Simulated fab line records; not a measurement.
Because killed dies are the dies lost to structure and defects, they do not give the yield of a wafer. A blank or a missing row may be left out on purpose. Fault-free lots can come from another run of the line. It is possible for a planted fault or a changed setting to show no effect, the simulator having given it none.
Which of the tools did it? | flow n5Finfet | 14 lots, 41 wafers sampled, at 2 steps of a route of 1938

== WHAT THE GAUGES READ, wafer by wafer ==
N5_BEOL_M4_OVL_MEAS_29.
lot  | measured     | on         | V3_OVL (nm)
L176 | day 7 12:20  | overlay-02 | -1.2 -0.2 0.5
L178 | day 8 19:20  | overlay-02 | -0.4 0.3 -0.1
L179 | day 8 19:57  | overlay-01 | -0.6 -0.9 -1.5
L180 | day 9 00:50  | overlay-02 | -0.1 -0.5 -0.3
L181 | day 9 01:05  | overlay-02 | - - -
L182 | day 9 07:50  | overlay-02 | - - -
L188 | day 11 06:42 | overlay-01 | -0.5 -1.5 -1.8
L189 | day 11 07:20 | overlay-01 | -1.1 -0.8 -1.1
L191 | day 11 12:18 | overlay-02 | -1.2 -1.8 -0.5
L190 | day 11 19:38 | overlay-01 | -0.5 -0.2 -0.5
L193 | day 11 20:55 | overlay-01 | -0.5 0.3 0.0
L192 | day 12 01:05 | overlay-02 | -0.7 -1.1 -0.5
L198 | day 13 06:44 | overlay-02 | 0.2 -0.4
L197 | day 13 15:56 | overlay-01 | -0.2 0.2 0.6

== EACH LOT AND THE TOOL THAT RAN IT (in order: tool; ch and the chambers of the sampled wafers; start) ==
lot  | N5_BEOL_M4_PEB_26
L176 | lithoTrack-05 ch 0, day 7 12:14
L178 | lithoTrack-04 ch 0, day 8 19:14
L179 | lithoTrack-04 ch 0, day 8 19:51
L180 | lithoTrack-04 ch 0, day 9 00:44
L181 | lithoTrack-04, day 9 00:59
L182 | lithoTrack-03, day 9 07:44
L188 | lithoTrack-03 ch 0, day 11 06:37
L189 | lithoTrack-03 ch 0, day 11 07:14
L191 | lithoTrack-04 ch 0, day 11 12:12
L190 | lithoTrack-05 ch 0, day 11 19:32
L193 | lithoTrack-05 ch 0, day 11 20:49
L192 | lithoTrack-03 ch 0, day 12 00:59
L198 | lithoTrack-05 ch 0, day 13 06:38
L197 | lithoTrack-03 ch 0, day 13 15:50
- N5_BEOL_M4_PEB_26: peb time 60 s.

== WHAT THE TOOLS THEMSELVES READ (means of the sampled wafers that have a number; where no wafer has one, the mark that the record gives instead) ==
N5_BEOL_M4_PEB_26.
lot  | tool          | chillPlateTempC (C) | exhaustPa (Pa) | heaterPowerTotalW (W)
L176 | lithoTrack-05 | 23.00               | 45.0           | 153.4
L178 | lithoTrack-04 | 23.09               | 45.2           | 154.1
L179 | lithoTrack-04 | 22.97               | 45.8           | 154.3
L180 | lithoTrack-04 | 23.04               | 45.0           | 154.1
L181 | lithoTrack-04 | -                   | -              | -
L182 | lithoTrack-03 | -                   | -              | -
L188 | lithoTrack-03 | 22.99               | 45.7           | 153.5
L189 | lithoTrack-03 | 22.86               | 45.8           | 154.1
L191 | lithoTrack-04 | 22.99               | 45.2           | 154.7
L190 | lithoTrack-05 | 22.87               | 45.8           | 154.8
L193 | lithoTrack-05 | 23.08               | 43.9           | 153.3
L192 | lithoTrack-03 | 23.06               | 45.3           | 154.0
L198 | lithoTrack-05 | 22.98               | 46.1           | 152.6
L197 | lithoTrack-03 | 23.16               | 44.7           | 152.9

== THE ANSWER, worked out from the rows above alone ==
Rule: the lots themselves supply what counts as usual. Put in order of their means at a reading, lots are off if they are a third of the lots or fewer, leave a main group of 4 or more, and stand apart from it by a gap of 3 or more times the standard deviation of the main group's means; of several such gaps the widest counts. A main group whose means are all the same, to the digits that the tables above print for the reading, isn't used. A lot without any number at a reading at which 4 lots or more have one is off too. Where the step has rows for the other lots, those lots are counted as sound. First the gauges in route order, then the tools' own readings, where a lot's mean is used as printed above. The first step at which some lot is off is used, and at that step the reading that is off furthest; a lot without a number counts as furthest.
Off: L181, L182, at N5_BEOL_M4_OVL_MEAS_29 (V3_OVL). Without a number there: L181, L182. For the main group the mean is -0.5 nm and the standard deviation 0.48.
If a tool, at a process step before that reading, ran all the lots that are off and no sound lot after the first of them, it fits. Not tried: the gauges at N5_BEOL_M4_OVL_MEAS_29; whatever is off there is also off at N5_BEOL_M4_PEB_26, on other tools, and gauge error can't account for it. No candidate that was tried fits.

== WHAT THE SIMULATOR HAD PUT IN ==
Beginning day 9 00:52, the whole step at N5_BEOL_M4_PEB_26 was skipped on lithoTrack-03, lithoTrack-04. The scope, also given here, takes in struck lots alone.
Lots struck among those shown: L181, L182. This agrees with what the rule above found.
